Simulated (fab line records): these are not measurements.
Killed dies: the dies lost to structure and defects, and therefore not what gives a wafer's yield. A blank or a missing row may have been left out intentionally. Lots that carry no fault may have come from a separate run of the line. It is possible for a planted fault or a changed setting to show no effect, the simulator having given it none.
Which tool did it?	flow nandHarc	Sampling: 24 lots, 72 wafers, 6 of 1159 route steps

WHAT EACH GAUGE READ, for each wafer
No reading from a measuring or inspecting step in the record can be judged against a usual standard deviation.

WHICH TOOL RAN EACH LOT (tool, then ch and the chambers of the sampled wafers, then the start)
lot	NHARC_A_STAIRCASE_ETCH_194	NHARC_A_STAIRCASE_ETCH_227	NHARC_A_STAIRCASE_TRIM_231	NHARC_A_STAIRCASE_ETCH_234	NHARC_A_STAIRCASE_STRIP_254	NHARC_A_STAIRCASE_HM_DEP_462
L074	rieDiel-11 ch 0,1,3, day 11 22:46 or earlier	rieDiel-11 ch 0,1,2, day 11 22:46 or earlier	rieDiel-03 ch 0,1,2, day 11 22:46 or earlier	rieDiel-03 ch 0,2,3, day 11 22:46 or earlier	plasmaAsher-01 ch 0,1, day 11 22:46	aclDep-03 ch 0, day 12 06:26
L076	rieDiel-03 ch 0,1,3, day 11 22:10 or earlier	rieDiel-03 ch 2,3, day 11 22:10 or earlier	rieDiel-03 ch 1,2, day 11 22:10 or earlier	rieDiel-03 ch 0,3, day 11 22:10 or earlier	plasmaAsher-01 ch 0,1, day 11 22:10	aclDep-01 ch 0, day 12 05:53
L078	rieDiel-11 ch 0,1,2, day 11 21:37 or earlier	rieDiel-03 ch 0,2,3, day 11 21:37 or earlier	rieDiel-02 ch 0,1, day 11 21:37	rieDiel-02 ch 0,1,2, day 12 01:05 or earlier	plasmaAsher-01 ch 0,1, day 12 01:05	aclDep-01 ch 0, day 12 08:04
L077	rieDiel-11 ch 1,2,3, day 12 00:43 or earlier	rieDiel-11 ch 1,2,3, day 12 00:43 or earlier	rieDiel-11 ch 0,1,3, day 12 00:43 or earlier	rieDiel-11 ch 0,2,3, day 12 00:43 or earlier	plasmaAsher-02 ch 0,1, day 12 00:43	aclDep-02 ch 0, day 12 07:15
L075	rieDiel-11 ch 0,2, day 12 04:07 or earlier	rieDiel-11 ch 2,3, day 12 04:07 or earlier	rieDiel-03 ch 0,2,3, day 12 04:07 or earlier	rieDiel-03 ch 1,3, day 12 04:07 or earlier	plasmaAsher-01 ch 0,1, day 12 04:07	aclDep-03 ch 0, day 12 10:09
L079	rieDiel-11 ch 0,3, day 12 09:20 or earlier	rieDiel-11 ch 0,1,2, day 12 09:20 or earlier	rieDiel-11 ch 0,1,2, day 12 09:20 or earlier	rieDiel-11 ch 0,3, day 12 09:20 or earlier	plasmaAsher-01 ch 0,1, day 12 09:20	aclDep-01 ch 0, day 12 15:40
L080	rieDiel-11 ch 0,1,2, day 12 16:32 or earlier	rieDiel-02 ch 1,2,3, day 12 16:32 or earlier	rieDiel-02 ch 0,3, day 12 16:32 or earlier	rieDiel-02 ch 1,2,3, day 12 16:32 or earlier	plasmaAsher-02 ch 0,1, day 12 16:32	aclDep-03 ch 0, day 12 23:38
L081	rieDiel-11 ch 1,2,3, day 13 05:17 or earlier	rieDiel-11 ch 0,1,3, day 13 05:17 or earlier	rieDiel-11 ch 0,1,2, day 13 05:17 or earlier	rieDiel-11 ch 1,2,3, day 13 05:17 or earlier	plasmaAsher-02 ch 0,1, day 13 05:17	aclDep-03 ch 0, day 13 12:28
L083	rieDiel-11 ch 2,3, day 13 15:34 or earlier	rieDiel-03 ch 1,3, day 13 15:34 or earlier	rieDiel-02 ch 0,2,3, day 13 15:34 or earlier	rieDiel-02 ch 1,3, day 13 15:34 or earlier	plasmaAsher-02 ch 1, day 13 15:34	aclDep-03 ch 0, day 13 23:55
L082	rieDiel-03 ch 1,2,3, day 13 16:31 or earlier	rieDiel-11 ch 1,3, day 13 16:31 or earlier	rieDiel-11 ch 1,2, day 13 16:31 or earlier	rieDiel-11 ch 0,2,3, day 13 16:31 or earlier	plasmaAsher-01 ch 0,1, day 13 16:31	aclDep-02 ch 0, day 14 00:07
L087	rieDiel-11 ch 0,1,2, day 14 18:50 or earlier	rieDiel-03 ch 0,1,3, day 14 18:50 or earlier	rieDiel-11 ch 0,3, day 14 18:50 or earlier	rieDiel-11 ch 0,1,2, day 14 18:50 or earlier	plasmaAsher-01 ch 1, day 14 18:50	aclDep-02 ch 0, day 15 03:16
L084	rieDiel-03 ch 0,2,3, day 14 19:22 or earlier	rieDiel-03 ch 1,2,3, day 14 19:22 or earlier	rieDiel-03 ch 0,1,2, day 14 19:22 or earlier	rieDiel-03 ch 0,1,2, day 14 19:22 or earlier	plasmaAsher-02 ch 0,1, day 14 19:22	aclDep-02 ch 0, day 15 05:07
L085	rieDiel-11 ch 0,1,2, day 14 23:08 or earlier	rieDiel-11 ch 0,3, day 14 23:08 or earlier	rieDiel-11 ch 0,3, day 14 23:08 or earlier	rieDiel-11 ch 2,3, day 14 23:08 or earlier	plasmaAsher-02 ch 0,1, day 14 23:08	aclDep-03 ch 0, day 15 07:23
L086	rieDiel-02 ch 0,1,3, day 14 23:37 or earlier	rieDiel-11 ch 1,2,3, day 14 23:37 or earlier	rieDiel-11 ch 0,2,3, day 14 23:37 or earlier	rieDiel-11 ch 1,2,3, day 14 23:37 or earlier	plasmaAsher-01 ch 0,1, day 14 23:37	aclDep-03 ch 0, day 15 09:52
L090	rieDiel-11 ch 2,3, day 15 07:25 or earlier	rieDiel-02 ch 0,2,3, day 15 07:25 or earlier	rieDiel-03 ch 0,3, day 15 07:25 or earlier	rieDiel-03 ch 1,2,3, day 15 07:25 or earlier	plasmaAsher-02 ch 1, day 15 07:25	aclDep-03 ch 0, day 15 17:45
L089	rieDiel-03 ch 1,2,3, day 15 08:43 or earlier	rieDiel-11 ch 0,1, day 15 08:43 or earlier	rieDiel-02 ch 0,1,3, day 15 08:43 or earlier	rieDiel-02 ch 1,2, day 15 08:43 or earlier	plasmaAsher-01 ch 0,1, day 15 08:43	aclDep-01 ch 0, day 15 17:53
L091	rieDiel-02 ch 0,2,3, day 15 10:44 or earlier	rieDiel-03 ch 1,3, day 15 10:44 or earlier	rieDiel-11 ch 2,3, day 15 10:44 or earlier	rieDiel-11 ch 0,1,2, day 15 10:44 or earlier	plasmaAsher-02 ch 0,1, day 15 10:44	aclDep-03 ch 0, day 15 21:19
L088	rieDiel-03 ch 0,2,3, day 15 10:27 or earlier	rieDiel-02 ch 1,2,3, day 15 10:27 or earlier	rieDiel-02 ch 0,1,2, day 15 10:27 or earlier	rieDiel-02 ch 1,2,3, day 15 10:27 or earlier	plasmaAsher-02 ch 0,1, day 15 10:27	aclDep-01 ch 0, day 15 21:27
L092	rieDiel-11 ch 0,1,2, day 15 22:21 or earlier	rieDiel-11 ch 0,2,3, day 15 22:21 or earlier	rieDiel-11 ch 1,3, day 15 22:21 or earlier	rieDiel-11 ch 0,2, day 15 22:21 or earlier	plasmaAsher-01 ch 0,1, day 15 22:21	aclDep-01 ch 0, day 16 05:28
L093	rieDiel-11 ch 0,2,3, day 16 01:27 or earlier	rieDiel-11 ch 0,3, day 16 01:27 or earlier	rieDiel-11 ch 0,2, day 16 01:27 or earlier	rieDiel-11 ch 1,2, day 16 01:27 or earlier	plasmaAsher-01 ch 0,1, day 16 01:27	aclDep-02 ch 0, day 16 07:19
L094	rieDiel-03 ch 0,1,2, day 16 04:34 or earlier	rieDiel-03 ch 0,1,3, day 16 04:34 or earlier	rieDiel-11 ch 0,2,3, day 16 04:34 or earlier	rieDiel-11 ch 0,1,3, day 16 04:34 or earlier	plasmaAsher-01 ch 0,1, day 16 04:34	aclDep-02 ch 0, day 16 11:05
L095	rieDiel-02 ch 0,2,3, day 16 12:00 or earlier	rieDiel-02 ch 0,2, day 16 12:00 or earlier	rieDiel-02 ch 1,3, day 16 12:00 or earlier	rieDiel-02 ch 0,3, day 16 12:00 or earlier	plasmaAsher-01 ch 0,1, day 16 12:00	aclDep-02 ch 0, day 16 19:08
L097	rieDiel-03 ch 0,1, day 16 19:18 or earlier	rieDiel-02 ch 0,1,2, day 16 19:18 or earlier	rieDiel-02 ch 1,3, day 16 19:18 or earlier	rieDiel-02 ch 0,3, day 16 19:18 or earlier	plasmaAsher-01 ch 0,1, day 16 19:18	aclDep-03 ch 0, day 17 04:11
L096	rieDiel-02 ch 0,3, day 16 22:33 or earlier	rieDiel-11 ch 0,3, day 16 22:33 or earlier	rieDiel-11 ch 0,1,2, day 16 22:33 or earlier	rieDiel-11 ch 0,1,3, day 16 22:33 or earlier	plasmaAsher-01 ch 0,1, day 16 22:33	aclDep-01 ch 0, day 17 05:23
- NHARC_A_STAIRCASE_ETCH_194: etches the open film in C4F8/O2, target depth 100 nm, time 40.5 s.
- NHARC_A_STAIRCASE_ETCH_227: etches the open film in C4F8/O2, target depth 100 nm, time 40.5 s.
- NHARC_A_STAIRCASE_TRIM_231: chemistry O2, time 211.2 s.
- NHARC_A_STAIRCASE_ETCH_234: etches the open film in C4F8/O2, target depth 100 nm, time 40.5 s.
- NHARC_A_STAIRCASE_STRIP_254: strips in O2.
- NHARC_A_STAIRCASE_HM_DEP_462: deposits aC, target thk 800 nm.

WHAT THE TOOLS THEMSELVES READ (means of the sampled wafers that have a number; where no wafer has one, the mark that the record gives instead)
NHARC_A_STAIRCASE_ETCH_194. Usual: oesProductAu 0.939 a.u., standard deviation 0.015; rfVppV 895 V, standard deviation 4.7.
lot	tool	oesProductAu (a.u.)	rfVppV (V)	flag
L074	rieDiel-11	0.948	895	
L076	rieDiel-03	0.930	893	
L078	rieDiel-11	0.941	894	
L077	rieDiel-11	0.941	895	
L075	rieDiel-11	0.944	891	
L079	rieDiel-11	0.952	892	
L080	rieDiel-11	0.950	894	
L081	rieDiel-11	0.949	895	
L083	rieDiel-11	0.931	893	
L082	rieDiel-03	0.941	894	
L087	rieDiel-11	0.922	894	
L084	rieDiel-03	0.922	896	
L085	rieDiel-11	0.943	894	
L086	rieDiel-02	0.930	897	
L090	rieDiel-11	0.947	892	
L089	rieDiel-03	0.947	894	
L091	rieDiel-02	0.948	902	
L088	rieDiel-03	0.944	896	
L092	rieDiel-11	0.951	894	
L093	rieDiel-11	0.958	892	
L094	rieDiel-03	0.940	896	
L095	rieDiel-02	0.942	903	
L097	rieDiel-03	0.906	892	
L096	rieDiel-02	0.926	901	

NHARC_A_STAIRCASE_ETCH_227. Usual: oesProductAu 0.940 a.u., standard deviation 0.013; rfVppV 895 V, standard deviation 5.
lot	tool	oesProductAu (a.u.)	rfVppV (V)	flag
L074	rieDiel-11	0.947	894	
L076	rieDiel-03	0.938	896	
L078	rieDiel-03	0.925	896	
L077	rieDiel-11	0.940	896	
L075	rieDiel-11	0.952	894	
L079	rieDiel-11	0.948	894	
L080	rieDiel-02	0.940	892	
L081	rieDiel-11	0.941	895	
L083	rieDiel-03	0.928	891	
L082	rieDiel-11	0.940	895	
L087	rieDiel-03	0.927	893	
L084	rieDiel-03	0.942	895	
L085	rieDiel-11	0.946	892	
L086	rieDiel-11	0.931	895	
L090	rieDiel-02	0.936	903	
L089	rieDiel-11	0.946	892	
L091	rieDiel-03	0.926	891	
L088	rieDiel-02	0.946	898	
L092	rieDiel-11	0.954	891	
L093	rieDiel-11	0.954	892	
L094	rieDiel-03	0.922	893	
L095	rieDiel-02	0.944	905	
L097	rieDiel-02	0.939	899	
L096	rieDiel-11	0.935	891	

NHARC_A_STAIRCASE_TRIM_231. Usual: drypumpMotorCurrentA 5.9 A, standard deviation 0.45; oesProductAu 0.999 a.u., standard deviation 0.011; rfVppV 57.7 V, standard deviation 0.85; showerheadPlenumPTorr 3.50 Torr, standard deviation 0.15; throttleValvePct 17.036 %, standard deviation 0.0093.
lot	tool	drypumpMotorCurrentA (A)	oesProductAu (a.u.)	rfVppV (V)	showerheadPlenumPTorr (Torr)	throttleValvePct (%)	flag
L074	rieDiel-03	5.6	0.986	57.8	3.54	17.042	
L076	rieDiel-03	5.4	0.993	58.5	3.49	17.035	
L078	rieDiel-02	5.4	0.986	57.2	3.55	17.041	
L077	rieDiel-11	5.9	1.009	58.1	3.49	17.045	
L075	rieDiel-03	5.6	1.002	58.3	3.54	17.034	
L079	rieDiel-11	6.1	1.006	57.5	3.47	17.041	
L080	rieDiel-02	6.3	0.999	57.6	3.70	17.045	
L081	rieDiel-11	6.1	0.997	58.1	3.47	17.028	
L083	rieDiel-02	6.2	0.991	57.1	3.54	17.042	
L082	rieDiel-11	6.2	1.002	58.0	3.48	17.037	
L087	rieDiel-11	6.1	1.006	57.3	3.43	17.033	
L084	rieDiel-03	5.6	0.998	57.5	3.52	17.042	
L085	rieDiel-11	6.0	0.999	58.0	3.43	17.040	
L086	rieDiel-11	6.2	1.007	57.8	3.41	17.039	
L090	rieDiel-03	5.6	0.992	57.6	3.50	17.033	
L089	rieDiel-02	5.8	1.000	58.4	3.55	17.031	
L091	rieDiel-11	6.3	1.009	57.7	3.42	17.038	
L088	rieDiel-02	5.8	0.999	58.7	3.58	17.034	
L092	rieDiel-11	5.9	1.006	58.4	3.50	17.042	
L093	rieDiel-11	6.2	1.006	56.7	3.37	17.032	
L094	rieDiel-11	6.2	1.005	57.0	3.40	17.036	
L095	rieDiel-02	5.8	0.998	57.2	3.42	17.029	
L097	rieDiel-02	5.8	1.001	58.1	3.42	17.036	
L096	rieDiel-11	6.1	0.994	57.9	3.45	17.038	

NHARC_A_STAIRCASE_ETCH_234. Usual: oesProductAu 0.940 a.u., standard deviation 0.012; rfVppV 895 V, standard deviation 5.3.
lot	tool	oesProductAu (a.u.)	rfVppV (V)	flag
L074	rieDiel-03	0.942	896	
L076	rieDiel-03	0.931	895	
L078	rieDiel-02	0.940	892	
L077	rieDiel-11	0.940	892	
L075	rieDiel-03	0.932	891	
L079	rieDiel-11	0.954	891	
L080	rieDiel-02	0.937	892	
L081	rieDiel-11	0.935	895	
L083	rieDiel-02	0.937	898	
L082	rieDiel-11	0.942	892	
L087	rieDiel-11	0.953	894	
L084	rieDiel-03	0.933	896	
L085	rieDiel-11	0.932	893	
L086	rieDiel-11	0.942	894	
L090	rieDiel-03	0.941	894	
L089	rieDiel-02	0.941	899	
L091	rieDiel-11	0.932	892	
L088	rieDiel-02	0.948	897	
L092	rieDiel-11	0.953	890	
L093	rieDiel-11	0.941	897	
L094	rieDiel-11	0.940	894	
L095	rieDiel-02	0.926	900	
L097	rieDiel-02	0.936	900	
L096	rieDiel-11	0.944	894	

NHARC_A_STAIRCASE_STRIP_254. Usual: drypumpMotorCurrentA 5.7 A, standard deviation 0.56; heaterPowerW 346 W, standard deviation 22.
lot	tool	drypumpMotorCurrentA (A)	heaterPowerW (W)	flag
L074	plasmaAsher-01	5.5	329	
L076	plasmaAsher-01	5.9	338	
L078	plasmaAsher-01	5.8	332	
L077	plasmaAsher-02	5.5	357	
L075	plasmaAsher-01	5.9	337	
L079	plasmaAsher-01	5.5	325	
L080	plasmaAsher-02	6.0	351	
L081	plasmaAsher-02	5.5	355	
L083	plasmaAsher-02	5.1	351	
L082	plasmaAsher-01	5.5	339	
L087	plasmaAsher-01	6.2	369	
L084	plasmaAsher-02	6.0	352	
L085	plasmaAsher-02	6.0	355	
L086	plasmaAsher-01	5.9	351	
L090	plasmaAsher-02	5.1	356	
L089	plasmaAsher-01	5.8	353	
L091	plasmaAsher-02	6.0	354	
L088	plasmaAsher-02	5.5	355	
L092	plasmaAsher-01	5.5	334	
L093	plasmaAsher-01	5.9	354	
L094	plasmaAsher-01	5.5	337	
L095	plasmaAsher-01	5.5	332	
L097	plasmaAsher-01	5.5	336	
L096	plasmaAsher-01	5.9	352	

NHARC_A_STAIRCASE_HM_DEP_462. Usual: throttleValvePct reads 35.000 % (standard deviation 0.0094).
lot	tool	throttleValvePct (%)	flag
L074	aclDep-03	35.007	
L076	aclDep-01	35.000	
L078	aclDep-01	34.994	
L077	aclDep-02	35.001	
L075	aclDep-03	35.004	
L079	aclDep-01	35.003	
L080	aclDep-03	35.000	
L081	aclDep-03	34.993	
L083	aclDep-03	35.008	
L082	aclDep-02	35.005	
L087	aclDep-02	35.000	
L084	aclDep-02	35.009	
L085	aclDep-03	34.990	
L086	aclDep-03	34.998	
L090	aclDep-03	35.004	
L089	aclDep-01	35.000	
L091	aclDep-03	34.993	
L088	aclDep-01	34.995	
L092	aclDep-01	35.007	
L093	aclDep-02	35.004	
L094	aclDep-02	35.003	
L095	aclDep-02	34.995	
L097	aclDep-03	35.002	
L096	aclDep-01	35.006	

THE ANSWER, worked out from the rows above alone
Rule: a lot is off if the mean of its wafers that have a number lies more than 3 standard deviations from the usual mean. A lot without any number at a reading at which 4 lots or more have one is off too. The other lots that the step has rows for count as sound. First the gauges in route order, then the tools' own readings, where a lot's mean is used as printed above. The first step at which some lot is off is used, and at that step the reading that is off furthest; a lot without a number counts as furthest.
No lot is off at any reading shown: from this, nothing can be told.

WHAT HAD BEEN PUT IN BY THE SIMULATOR
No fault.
